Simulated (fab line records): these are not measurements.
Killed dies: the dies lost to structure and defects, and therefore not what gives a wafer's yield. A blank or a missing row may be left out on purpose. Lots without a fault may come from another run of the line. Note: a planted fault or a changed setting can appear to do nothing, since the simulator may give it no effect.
2 desks looking at one fault ; flow n5-finfet ; each desk holds nothing but its own numbers, with what lay behind them at the end

AT THE TOOL OWNER'S DESK: litho-track-03
The tool's own readings at N5_BEOL_M7_DEVELOP_27 (develop time 30 s): means of the sampled wafers that have a number, for each lot that ran on this tool. If a lot's mean is further than 4 standard deviations from the usual mean, the lot is out of limits and carries the mark OUT (the distance appears in the brackets).
Columns: A = chill-plate-temp-C at N5_BEOL_M7_DEVELOP_27, usual 22.99 C; B = resist-line-temp-C at N5_BEOL_M7_DEVELOP_27, usual 22.97 C
lot;first seen here;A;B
L989;day 9 16:22;22.98;23.00
L991;day 10 16:08;22.99;22.99
L994;day 11 04:40;22.95;23.01
L111;day 14 22:43;23.02;22.97
L112;day 15 17:20;22.91;23.01
L110;day 16 18:58;22.96;22.96
Finding of this desk: none of the 6 lots has anything out of limits.

THE METROLOGY DESK
What the gauges read for every lot (on any tool): the sampled wafers with a number, averaged. If a lot's mean is further than 4 standard deviations from the usual mean, the lot is out of limits and carries the mark OUT (the distance appears in the brackets).
Columns: A = cd-nm at N5_BEOL_M7_CD_MEAS_11, usual 38.3 nm; B = V6_OVL at N5_BEOL_M7_OVL_MEAS_29, usual -0.4 nm
lot;first seen here;A;B
L989;day 9 13:15;37.8;-1.1
L991;day 10 14:04;38.4;-0.8
L994;day 11 02:47;38.3;-0.4
L996;day 11 12:11;38.9;-
L997;day 11 22:40;38.3;-
L103;day 13 14:40;38.3;-0.2
L107;day 13 20:47;38.0;-1.6
L105;day 14 09:05;38.2;-0.9
L106;day 14 12:40;38.4;-1.0
L109;day 14 19:05;38.2;-0.9
L108;day 14 20:58;38.7;-0.7
L111;day 14 21:08;38.4;0.2
L112;day 15 15:12;38.0;1.1
L110;day 16 15:29;38.8;0.2
Finding of this desk: none of the 14 lots has anything out of limits.

TAKEN TOGETHER
Nothing out of limits was seen by the tool owner's desk.
Metrology desk: nothing out of limits seen.

WHAT THE SIMULATOR PUT IN
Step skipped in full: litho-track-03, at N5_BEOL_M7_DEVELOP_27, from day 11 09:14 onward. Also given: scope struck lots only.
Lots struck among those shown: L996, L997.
